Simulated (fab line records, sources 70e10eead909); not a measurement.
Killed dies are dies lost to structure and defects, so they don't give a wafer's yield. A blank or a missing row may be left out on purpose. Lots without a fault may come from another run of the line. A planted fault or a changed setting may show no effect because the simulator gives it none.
fab line records | flow nand_harc
record lots=6 wafers=18 last_day=24
route steps=1159 shown A_STAIRCASE@686 END@1159
lots that met no fault: from a run of the same line without faults
start_h: hours from the record's first day to the start of the lot's first wafer shown | wait_h: hours since the lot's step before | " the same as in the row above | L1.1+2: a row that stands for several wafers | - no value, or no start given | * or withheld: withheld | < > ~ a bound
route shown NAME@n: a module of which the file shows steps, and the number in the route of the first | usual: mean/standard deviation of fault-free wafers | same: alike in all rows | chamber/n: place in a boat | sites: the reading at each site | _std_site: their standard deviation | _edge_site: outer sites' mean less inner sites' | radius_mm: how far each site lies from the wafer's centre | mask NAME#n: copy n | behind: the tool/chamber that last shaped the wafer | hold: why the lot was held/for how many hours/how that ended | device: the transistor (n, p or np) that didn't switch | end of line: the same wafers' tests at the end of the route | a step without rows: its recipe alone | killed: dies lost to structure and defects at the first sort, not the wafer's yield | map: a wafer's dies, x killed, . not, _ none there
set.NAME: the setting as run; set.NAME@STEP: as run at that earlier step | model.NAME: the simulator's own value behind a step, which no gauge read
lots at some steps of the route; a table a step, a row a wafer
services: from which hour (start_h, from the record's first day; less than 0 if before it) a tool's chamber was out of use, for how many hours, and why
## steps
# step NHARC_A_STAIRCASE_HARDBAKE_311
# recipe temp_c=120 time_s=140
# step NHARC_A_STAIRCASE_DESCUM_312
# recipe time_s=3 o2_flow_sccm=200 ar_flow_sccm=0 bias_power_w=0 chemistry=O2
# usual drypump_motor_current_A=5.66/0.29 oes_product_au=1.004/0.01 rf_vpp_V=57.6/0.84 showerhead_plenum_p_Torr=1.89/0.09 throttle_valve_pct=11.310/0.0098
# columns lot.wafer tool chamber start_h wait_h drypump_motor_current_A oes_product_au rf_hours_counter_h rf_vpp_V showerhead_plenum_p_Torr throttle_valve_pct
L360.1 rie_diel-11 1 309.01 - 5.61 0.996 35 58.1 1.79 11.315
L360.5 " 3 " " 5.38 0.989 - 58.1 1.99 11.327
L360.6 " 0 " " 6.10 0.996 - 58.2 1.82 11.325
L361.1 rie_diel-02 3 310.86 - 5.64 1.010 58 58.5 1.93 11.315
L361.2 " 0 " " 5.10 1.013 59 57.3 1.77 11.321
L361.5 " 3 " " 5.66 1.012 - 56.1 1.93 11.316
L368.1 rie_diel-02 1 348.96 - 6.00 0.995 5 56.3 1.88 11.305
L368.2 " 3 " " 5.66 1.006 5 57.1 1.93 11.306
L368.5 " 0 " " 5.10 1.021 - 58.4 2.07 11.293
L369.1 rie_diel-02 3 361.40 - 5.65 1.010 10 57.7 1.92 11.298
L369.3 " 2 " " 5.81 1.006 10 56.9 1.79 11.318
L369.6 " 3 " " 5.67 1.013 - 57.3 1.92 11.298
L371.3 rie_diel-02 3 363.40 - 5.67 1.001 10 57.5 1.92 11.309
L371.2 " 1 " " 6.03 1.000 10 58.1 1.88 11.316
L371.6 " 0 " " 5.08 1.014 - 59.5 2.07 11.325
L374.3 rie_diel-11 1 376.41 - 5.63 1.003 0 57.4 1.79 11.313
L374.4 " 2 " " 5.94 1.002 0 57.6 1.81 11.302
L374.1 " 3 " " 5.38 1.005 0 58.0 1.99 11.318
# step NHARC_A_STAIRCASE_ETCH_313
# recipe cf4_flow_sccm=100 chf3_flow_sccm=30 ar_flow_sccm=0 rf_w=500 bias_w=200 chemistry=CF4/CHF3
# usual drypump_motor_current_A=5.66/0.3 oes_product_au=0.938/0.018 rf_vpp_V=369.9/2.6 showerhead_plenum_p_Torr=1.55/0.068 throttle_valve_pct=16.803/0.0094
# columns lot.wafer tool chamber start_h wait_h drypump_motor_current_A oes_product_au rf_hours_counter_h rf_vpp_V showerhead_plenum_p_Torr throttle_valve_pct
L360.1 rie_diel-11 3 309.13 0.1 5.38 0.945 33 372.6 1.63 16.805
L360.5 " 3 " " 5.39 0.951 - 373.0 1.63 16.806
L360.6 " 0 " " 6.14 0.957 - 370.0 1.50 16.793
L361.1 rie_diel-02 0 310.94 0.1 5.09 0.944 59 365.8 1.46 16.792
L361.2 " 2 " " 5.86 0.938 55 366.5 1.48 16.807
L361.5 " 0 " " 5.09 0.945 - 368.1 1.46 16.800
L368.1 rie_diel-02 3 349.05 0.1 5.69 0.921 5 371.6 1.58 16.809
L368.2 " 1 " " 6.03 0.926 5 370.0 1.55 16.802
L368.5 " 3 " " 5.65 0.935 - 373.4 1.58 16.813
L369.3 rie_diel-02 3 361.51 0.1 5.65 0.920 10 371.3 1.58 16.799
L369.1 " 0 " " 5.10 0.938 9 375.2 1.70 16.827
L369.6 " 2 " " 5.84 0.919 - 368.4 1.48 16.793
L371.2 rie_diel-02 1 363.49 0.1 6.01 0.930 10 369.1 1.55 16.798
L371.3 " 3 " " 5.67 0.926 10 370.5 1.58 16.802
L371.6 " 1 " " 5.98 0.931 - 369.7 1.55 16.820
L374.1 rie_diel-11 0 376.51 0.1 6.14 0.989 0 368.8 1.50 16.799
L374.3 " 1 " " 5.63 0.965 0 367.8 1.47 16.791
L374.4 " 2 " " 5.95 0.952 0 368.4 1.49 16.796
# step NHARC_A_STAIRCASE_HM_OPEN_463
# recipe o2_flow_sccm=400 cos_flow_sccm=20 ar_flow_sccm=0 rf_w=500 bias_w=300 chemistry=O2/COS
# usual drypump_motor_current_A=5.6/0.31 oes_product_au=1.004/0.011 rf_vpp_V=467/3 showerhead_plenum_p_Torr=3.10/0.14 throttle_valve_pct=28.330/0.009
# columns lot.wafer tool chamber start_h wait_h drypump_motor_current_A oes_product_au rf_hours_counter_h rf_vpp_V showerhead_plenum_p_Torr throttle_valve_pct
L360.1 rie_diel-11 1 - - 5.6 1.000 35 462 2.94 28.341
L360.5 " 3 " " 5.4 0.996 - 469 3.24 28.322
L360.6 " 0 " " 6.1 1.007 - 467 2.98 28.322
L361.1 rie_diel-02 0 - - 5.1 1.011 59 463 2.89 28.335
L361.2 " 1 " " 6.0 1.007 59 465 3.08 28.320
L361.5 " 3 " " 5.6 1.005 - 468 3.15 28.335
L368.2 rie_diel-02 2 - - 5.9 1.004 5 463 2.93 28.334
L368.1 " 3 " " 5.7 1.006 5 468 3.14 28.329
L368.5 " 1 " " 6.0 1.003 - 466 3.07 28.328
L369.3 rie_diel-02 3 - - 5.7 1.007 10 468 3.14 28.315
L369.1 " 2 " " 5.9 1.002 10 465 2.93 28.327
L369.6 " 3 " " 5.7 1.005 - 468 3.14 28.324
L371.3 rie_diel-02 3 - - 5.7 1.002 10 468 3.14 28.340
L371.2 " 1 " " 6.0 0.997 10 465 3.07 28.348
L371.6 " 0 " " 5.1 1.023 - 472 3.37 28.327
L374.3 rie_diel-11 0 - - 6.1 1.013 0 465 2.97 28.318
L374.1 " 1 " " 5.6 1.000 0 462 2.93 28.324
L374.4 " 2 " " 6.0 0.990 0 465 2.96 28.331
# step NHARC_A_STAIRCASE_STRIP_464
# recipe o2_flow_sccm=400 cos_flow_sccm=20 ar_flow_sccm=0 bias_w=0 chemistry=O2/COS
# step NHARC_A_STAIRCASE_ETCH_453
# recipe target_depth_a=300 overetch_a=30 time_s=16.5 ion_energy_ev=100 cf4_flow_sccm=80 o2_flow_sccm=20 ar_flow_sccm=0 rf_w=300 bias_w=100 chemistry=CF4/O2
# usual drypump_motor_current_A=5.66/0.29 oes_product_au=1.004/0.011 rf_vpp_V=197.5/1.5 showerhead_plenum_p_Torr=1.32/0.061 throttle_valve_pct=13.397/0.0089
# columns lot.wafer tool chamber start_h wait_h drypump_motor_current_A oes_product_au rf_hours_counter_h rf_vpp_V showerhead_plenum_p_Torr throttle_valve_pct
L360.1 rie_diel-11 3 - - 5.38 1.001 33 198.5 1.39 13.391
L360.5 " 1 " " 5.63 0.989 - 196.5 1.25 13.403
L360.6 " 2 " " 5.94 1.005 - 195.7 1.27 13.426
L361.1 rie_diel-02 0 - - 5.08 1.021 59 196.4 1.23 13.378
L361.2 " 1 " " 6.01 1.020 59 197.2 1.32 13.392
L361.5 " 1 " " 6.02 1.014 - 196.8 1.32 13.400
L368.1 rie_diel-02 3 - - 5.68 1.011 5 197.8 1.34 13.391
L368.2 " 1 " " 6.00 1.010 5 198.4 1.31 13.399
L368.5 " 3 " " 5.65 1.004 - 198.4 1.34 13.397
L369.3 rie_diel-02 0 - - 5.10 1.018 9 199.3 1.44 13.403
L369.1 " 1 " " 6.01 1.006 9 197.7 1.31 13.397
L369.6 " 1 " " 5.99 1.004 - 197.6 1.31 13.396
L371.2 rie_diel-02 3 - - 5.69 1.002 10 198.0 1.34 13.386
L371.3 " 0 " " 5.08 1.007 10 199.7 1.44 13.414
L371.6 " 1 " " 6.02 0.991 - 197.8 1.31 13.399
L374.3 rie_diel-11 1 - - 5.62 0.995 0 197.3 1.25 13.406
L374.1 " 2 " " 5.96 0.998 0 196.4 1.27 13.408
L374.4 " 0 " " 6.12 1.018 0 196.7 1.27 13.394
# step NHARC_A_STAIRCASE_ETCH_315
# recipe target_depth_a=25000 time_s=607.1 ion_energy_ev=800 c4f8_flow_sccm=80 o2_flow_sccm=60 ar_flow_sccm=withheld rf_w=600 bias_w=3000 chemistry=C4F8/O2/Ar
# step NHARC_A_STAIRCASE_STRIP_316
# recipe o2_flow_sccm=500 ar_flow_sccm=0 bias_w=0 chemistry=O2
# usual drypump_motor_current_A=5.6/0.31 oes_product_au=1.005/0.011 rf_vpp_V=57.7/0.83 showerhead_plenum_p_Torr=3.50/0.16 throttle_valve_pct=17.036/0.0094
# columns lot.wafer tool chamber start_h wait_h drypump_motor_current_A oes_product_au rf_hours_counter_h rf_vpp_V showerhead_plenum_p_Torr throttle_valve_pct
L360.1 rie_diel-11 2 - - 5.9 1.005 38 56.9 3.37 17.040
L360.5 " 3 " " 5.4 0.988 - 56.9 3.66 17.035
L360.6 " 0 " " 6.1 1.020 - 57.2 3.37 17.047
L361.2 rie_diel-02 3 - - 5.6 1.016 59 57.9 3.55 17.015
L361.1 " 2 " " 5.9 1.023 56 56.9 3.32 17.041
L361.5 " 3 " " 5.7 1.027 - 57.2 3.55 17.050
L368.1 rie_diel-02 1 - - 6.0 0.996 5 56.0 3.47 17.041
L368.2 " 2 " " 5.8 0.997 6 57.0 3.31 17.028
L368.5 " 0 " " 5.1 1.008 - 58.3 3.80 17.039
L369.3 rie_diel-02 1 - - 6.0 1.004 9 58.4 3.47 17.031
L369.1 " 3 " " 5.7 1.011 10 58.6 3.55 17.038
L369.6 " 1 " " 6.0 1.008 - 57.8 3.47 17.035
L371.3 rie_diel-02 0 - - 5.1 1.027 10 58.1 3.80 17.029
L371.2 " 2 " " 5.8 1.007 10 57.5 3.31 17.034
L371.6 " 0 " " 5.1 1.014 - 57.0 3.80 17.033
L374.1 rie_diel-11 1 - - 5.6 0.997 0 58.2 3.31 17.031
L374.3 " 2 " " 6.0 0.995 0 56.2 3.35 17.025
L374.4 " 0 " " 6.1 1.012 0 57.4 3.36 17.039
# step NHARC_A_STAIRCASE_STRIP_317
# recipe time_s=900 temp_c=130 chemistry=SPM
# step NHARC_A_STAIRCASE_PRECLEAN_318
# recipe time_s=* temp_c=50 bath_age_min=0 chemistry=SC1
# step NHARC_A_STAIRCASE_SRD_329
# step NHARC_A_STAIRCASE_ALD_415
# recipe target_thk_a=300 pulse_time_s=6 ald_cycles=300 temp_c=300 material=SiO2
# usual ald_cycles=300/0 heater_power_outer_w=261/27 heater_power_w=469/33 precursor_pulse_height_rel=0.998/0.02
# columns lot.wafer tool chamber start_h wait_h ald_cycles heater_power_outer_w heater_power_w precursor_pulse_height_rel since_wet_clean_h
L360.1 ald_hk-04 2 311.33 0.3 - - - - -
L360.5 " 1 " " - - - - -
L360.6 " 2 " " - - - - -
L361.1 ald_hk-02 1 313.02 0.3 - - - - -
L361.2 " 2 " " - - - - -
L361.5 " 1 " " - - - - -
L368.2 ald_hk-01 1 350.83 0.1 300 247 454 0.973 110
L368.1 " 3 " " 300 286 487 1.011 110
L368.5 " 1 " " 300 260 456 0.986 -
L369.1 ald_hk-01 2 363.73 0.5 300 309 535 0.997 123
L369.3 " 3 " " 300 289 505 0.973 123
L369.6 " 0 " " 300 228 466 0.972 -
L371.3 ald_hk-01 2 365.36 0.2 300 310 529 1.010 124
L371.2 " 1 " " 300 248 446 1.012 125
L371.6 " 2 " " 300 303 519 1.040 -
L374.1 ald_hk-04 3 378.49 0.3 300 218 412 0.994 2
L374.4 " 0 " " 300 252 449 0.995 2
L374.3 " 1 " " 300 295 483 1.003 2
# step NHARC_A_STAIRCASE_ETCHBACK_416
# recipe target_depth_a=360 time_s=7.2 c4f8_flow_sccm=withheld o2_flow_sccm=8 ar_flow_sccm=withheld rf_w=600 bias_w=800 chemistry=C4F8/O2/Ar
# step NHARC_END_SORT_01
# recipe temp_c=25
# usual killed_at_array=29/11 killed_at_other=0.7/1.1 killed_at_periphery=3.1/2 killed_dies=33/11 killed_open=3.5/1.8 killed_short=2.0/1.4
# same gross_dies=677
# columns lot.wafer tool chamber start_h wait_h hold killed_at_array killed_at_other killed_at_periphery killed_dies killed_open killed_short
L361.1 prober-01 0 495.78 2.5 await_dispo/4.2h/scrap 673 0 4 677 7 3
L361.2 prober-01 0 496.57 2.8 await_dispo/4.2h/scrap 673 1 3 677 3 2
L361.5 prober-01 0 498.94 3.7 await_dispo/4.2h/scrap 675 0 2 677 5 2
L360.1 prober-02 0 499.68 2.6 await_dispo/4.9h/scrap 671 0 6 677 2 3
L360.5 prober-02 0 502.87 3.7 await_dispo/4.9h/scrap 673 0 4 677 4 1
L360.6 prober-02 0 503.67 4.0 await_dispo/4.9h/scrap 671 0 6 677 6 1
L369.1 prober-01 0 546.57 2.5 - 51 0 3 54 3 3
L369.3 prober-01 0 548.19 3.1 - 50 0 5 55 3 2
L369.6 prober-01 0 550.61 4.0 - 55 0 1 56 2 2
L374.1 prober-02 0 553.80 2.5 - 27 3 2 32 3 3
L374.3 prober-02 0 555.38 3.1 - 27 2 4 33 5 4
L374.4 prober-02 0 556.17 3.4 - 17 3 2 22 4 1
L371.2 prober-02 0 562.33 2.8 - 14 1 3 18 5 1
L371.3 prober-02 0 563.13 3.1 - 12 2 4 18 7 0
L371.6 prober-02 0 565.53 4.0 - 22 2 3 27 3 4
# killed by level:class
L361.1 A_STAIRCASE:area_ald=643 A_CHANNEL_HOLE_D1:chamber_film_flake=17 A_CONTACT:chamber_film_flake=3 A_SGD_CUT:geometric_particle:short=2 A_BLC:geometric_particle:open=2 A_STAIRCASE:chamber_film_flake=2 P_GATE:geometric_particle:short=1 P_M0:geometric_particle:open=1
L361.2 A_STAIRCASE:area_ald=651 A_CHANNEL_HOLE_D1:chamber_film_flake=11 A_CONTACT:chamber_film_flake=3 A_CHANNEL_FILL_D1:chamber_film_flake=2 P_M1:geometric_particle:short=1 A_CHANNEL_HOLE_D1:geometric_particle:open=1 A_CHANNEL_FILL_D1:geometric_particle:open=1 A_M0:geometric_particle:open=1
L361.5 A_STAIRCASE:area_ald=647 A_CHANNEL_HOLE_D1:chamber_film_flake=13 A_STAIRCASE:chamber_film_flake=6 A_CONTACT:geometric_particle:open=3 P_CONTACT:geometric_particle:open=2 A_M0:chamber_film_flake=2 A_SOURCE_PLATE:geometric_particle:short=1 A_ONON_D1:geometric_particle:short=1
L360.1 A_STAIRCASE:area_ald=644 A_SLIT:chamber_film_flake=9 A_CONTACT:chamber_film_flake=6 P_M2:chamber_film_flake=3 A_CHANNEL_HOLE_D1:chamber_film_flake=3 A_STAIRCASE:chamber_film_flake=3 P_GATE:chamber_film_flake=2 P_CONTACT:geometric_particle:open=1
L360.5 A_STAIRCASE:area_ald=645 A_SLIT:chamber_film_flake=11 A_STAIRCASE:chamber_film_flake=6 A_CONTACT:chamber_film_flake=4 P_M2:chamber_film_flake=3 P_CONTACT:geometric_particle:open=1 A_ONON_D1:geometric_particle:open=1 A_CHANNEL_FILL_D1:geometric_particle:open=1
L360.6 A_STAIRCASE:area_ald=647 A_SLIT:chamber_film_flake=9 A_CONTACT:geometric_particle:open=3 P_M2:chamber_film_flake=3 A_CHANNEL_HOLE_D1:chamber_film_flake=3 A_STAIRCASE:chamber_film_flake=2 A_CONTACT:chamber_film_flake=2 P_M1:geometric_particle:open=1
L369.1 A_CHANNEL_HOLE_D1:chamber_film_flake=21 A_SLIT:chamber_film_flake=13 A_STAIRCASE:chamber_film_flake=5 A_CONTACT:chamber_film_flake=5 A_M0:geometric_particle:open=2 P_M0:geometric_particle:open=1 A_SGD_CUT:geometric_particle:short=1 A_WL_FILL:geometric_particle:short=1
L369.3 A_SLIT:chamber_film_flake=19 A_CHANNEL_HOLE_D1:chamber_film_flake=17 A_STAIRCASE:chamber_film_flake=6 A_CONTACT:chamber_film_flake=3 A_WL_FILL:geometric_particle:short=2 A_CONTACT:geometric_particle:open=2 P_GATE:chamber_film_flake=2 P_M0:geometric_particle:open=1
L369.6 A_CHANNEL_HOLE_D1:chamber_film_flake=20 A_SLIT:chamber_film_flake=18 A_STAIRCASE:chamber_film_flake=13 P_M0:geometric_particle:open=1 A_CHANNEL_FILL_D1:geometric_particle:open=1 A_CONTACT:geometric_particle:short=1 A_M0:geometric_particle:short=1 A_BLC:chamber_film_flake=1
L374.1 A_CHANNEL_HOLE_D1:chamber_film_flake=11 A_CONTACT:chamber_film_flake=4 A_STAIRCASE:chamber_film_flake=3 THIN_TSV:chamber_film_flake=3 A_CONTACT:geometric_particle:open=2 A_SOURCE_PLATE:geometric_particle:short=1 A_ONON_D1:geometric_particle:short=1 A_CHANNEL_FILL_D1:geometric_particle:open=1
L374.3 A_CONTACT:chamber_film_flake=9 A_STAIRCASE:chamber_film_flake=6 A_CHANNEL_HOLE_D1:chamber_film_flake=5 A_ONON_D1:geometric_particle:open=2 THIN_TSV:chamber_film_flake=2 P_CONTACT:geometric_particle:short=1 P_M0:geometric_particle:short=1 P_M2:geometric_particle:open=1
L374.4 A_STAIRCASE:chamber_film_flake=9 THIN_TSV:chamber_film_flake=3 A_CHANNEL_HOLE_D1:chamber_film_flake=2 A_CONTACT:chamber_film_flake=2 P_CONTACT:geometric_particle:short=1 P_M0:geometric_particle:open=1 A_ONON_D1:geometric_particle:open=1 A_CHANNEL_FILL_D1:geometric_particle:open=1
L371.2 A_STAIRCASE:chamber_film_flake=4 P_GATE:chamber_film_flake=3 A_CHANNEL_HOLE_D1:chamber_film_flake=3 A_M0:geometric_particle:open=2 A_ONON_D1:geometric_particle:open=1 A_CHANNEL_FILL_D1:geometric_particle:open=1 A_WL_FILL:geometric_particle:short=1 A_CONTACT:geometric_particle:open=1
L371.3 A_STAIRCASE:chamber_film_flake=5 A_CHANNEL_HOLE_D1:chamber_film_flake=3 THIN_TSV:chamber_film_flake=2 P_CONTACT:geometric_particle:open=1 P_M1:geometric_particle:open=1 P_BONDPAD:geometric_particle:open=1 A_ONON_D1:geometric_particle:open=1 A_CHANNEL_FILL_D1:geometric_particle:open=1
L371.6 A_STAIRCASE:chamber_film_flake=7 A_CHANNEL_HOLE_D1:chamber_film_flake=5 A_WL_FILL:geometric_particle:short=2 P_GATE:chamber_film_flake=2 A_ZERO_WELL:chamber_film_flake=2 A_CONTACT:chamber_film_flake=2 THIN_TSV:chamber_film_flake=2 P_GATE:geometric_particle:short=1
# map L360.1 (x killed, . not)
____________x____________
_________xxxxxxx_________
_______xxxxxxxxxxx_______
______xxxxxxxxxxxxx______
_____xxxxxxxxxxxxxxx_____
____xxxxxxxxxxxxxxxxx____
____xxxxxxxxxxxxxxxxx____
___xxxxxxxxxxxxxxxxxxx___
___xxxxxxxxxxxxxxxxxxx___
__xxxxxxxxxxxxxxxxxxxxx__
__xxxxxxxxxxxxxxxxxxxxx__
_xxxxxxxxxxxxxxxxxxxxxxx_
_xxxxxxxxxxxxxxxxxxxxxxx_
_xxxxxxxxxxxxxxxxxxxxxxx_
_xxxxxxxxxxxxxxxxxxxxxxx_
_xxxxxxxxxxxxxxxxxxxxxxx_
xxxxxxxxxxxxxxxxxxxxxxxxx
xxxxxxxxxxxxxxxxxxxxxxxxx
xxxxxxxxxxxxxxxxxxxxxxxxx
xxxxxxxxxxxxxxxxxxxxxxxxx
xxxxxxxxxxxxxxxxxxxxxxxxx
_xxxxxxxxxxxxxxxxxxxxxxx_
_xxxxxxxxxxxxxxxxxxxxxxx_
_xxxxxxxxxxxxxxxxxxxxxxx_
_xxxxxxxxxxxxxxxxxxxxxxx_
_xxxxxxxxxxxxxxxxxxxxxxx_
__xxxxxxxxxxxxxxxxxxxxx__
__xxxxxxxxxxxxxxxxxxxxx__
___xxxxxxxxxxxxxxxxxxx___
___xxxxxxxxxxxxxxxxxxx___
____xxxxxxxxxxxxxxxxx____
____xxxxxxxxxxxxxxxxx____
_____xxxxxxxxxxxxxxx_____
______xxxxxxxxxxxxx______
_______xxxxxxxxxxx_______
_________xxxxxxx_________
____________x____________
# map L361.1 (x killed, . not)
____________x____________
_________xxxxxxx_________
_______xxxxxxxxxxx_______
______xxxxxxxxxxxxx______
_____xxxxxxxxxxxxxxx_____
____xxxxxxxxxxxxxxxxx____
____xxxxxxxxxxxxxxxxx____
___xxxxxxxxxxxxxxxxxxx___
___xxxxxxxxxxxxxxxxxxx___
__xxxxxxxxxxxxxxxxxxxxx__
__xxxxxxxxxxxxxxxxxxxxx__
_xxxxxxxxxxxxxxxxxxxxxxx_
_xxxxxxxxxxxxxxxxxxxxxxx_
_xxxxxxxxxxxxxxxxxxxxxxx_
_xxxxxxxxxxxxxxxxxxxxxxx_
_xxxxxxxxxxxxxxxxxxxxxxx_
xxxxxxxxxxxxxxxxxxxxxxxxx
xxxxxxxxxxxxxxxxxxxxxxxxx
xxxxxxxxxxxxxxxxxxxxxxxxx
xxxxxxxxxxxxxxxxxxxxxxxxx
xxxxxxxxxxxxxxxxxxxxxxxxx
_xxxxxxxxxxxxxxxxxxxxxxx_
_xxxxxxxxxxxxxxxxxxxxxxx_
_xxxxxxxxxxxxxxxxxxxxxxx_
_xxxxxxxxxxxxxxxxxxxxxxx_
_xxxxxxxxxxxxxxxxxxxxxxx_
__xxxxxxxxxxxxxxxxxxxxx__
__xxxxxxxxxxxxxxxxxxxxx__
___xxxxxxxxxxxxxxxxxxx___
___xxxxxxxxxxxxxxxxxxx___
____xxxxxxxxxxxxxxxxx____
____xxxxxxxxxxxxxxxxx____
_____xxxxxxxxxxxxxxx_____
______xxxxxxxxxxxxx______
_______xxxxxxxxxxx_______
_________xxxxxxx_________
____________x____________
## services
# columns tool chamber start_h hours kind
rie_diel-11 0 297.27 - clean
rie_diel-02 0 303.23 3.9 repair
ald_hk-02 - 304.51 2.8 repair
rie_diel-02 0 307.82 - clean
rie_diel-02 1 307.82 - clean
rie_diel-02 2 307.82 - clean
rie_diel-02 3 307.82 - clean
rie_diel-11 3 319.62 27.1 repair
rie_diel-11 2 319.79 1.4 repair
rie_diel-02 - 327.82 9.0 pm
rie_diel-02 0 327.82 9.0 vent_cycle
rie_diel-02 1 327.82 9.0 vent_cycle
rie_diel-02 2 327.82 9.0 vent_cycle
rie_diel-02 3 327.82 9.0 vent_cycle
rie_diel-02 0 336.82 - clean
rie_diel-02 0 336.82 - consumable_replace:showerhead
rie_diel-02 1 336.82 - clean
rie_diel-02 2 336.82 - clean
rie_diel-02 3 336.82 - clean
rie_diel-02 0 361.32 - clean
rie_diel-02 1 361.32 - clean
rie_diel-02 2 361.32 - clean
rie_diel-02 3 361.32 - clean
rie_diel-11 - 367.18 9.0 pm
## key
first_sign step=NHARC_A_STAIRCASE_ALD_415 reading=tool_record direction=missing
effect step=NHARC_END_SORT_01 reading=killed_dies direction=up sigmas=61 usual=33 struck=677
more_kills_born_at NHARC_A_STAIRCASE_ALD_415@ald_hk-02=1941 NHARC_A_STAIRCASE_ALD_415@ald_hk-04=1936
met_at NHARC_A_STAIRCASE_ALD_415
struck_wafers L360.1,L360.5,L360.6,L361.1,L361.2,L361.5
later_rows_left_out L360.1,L360.5,L360.6,L361.1,L361.2,L361.5
tester_left_out L360,L361
fault kind=skipped_step_whole tool=ald_hk-02,ald_hk-04 chamber=- onset_h=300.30 steps=NHARC_A_STAIRCASE_ALD_415 scope=struck_lots_only
# tester_left_out: of these lots the tester's yield and bins aren't shown, on N5 and GAA mostly nor the transistor test; their killed dies are dies lost to structure and defects alone, not to doping, threshold or leakage, so they don't give the yield
# later_rows_left_out: the simulator's readings of these wafers behind a module that went badly wrong aren't trusted and aren't shown, but for the sort
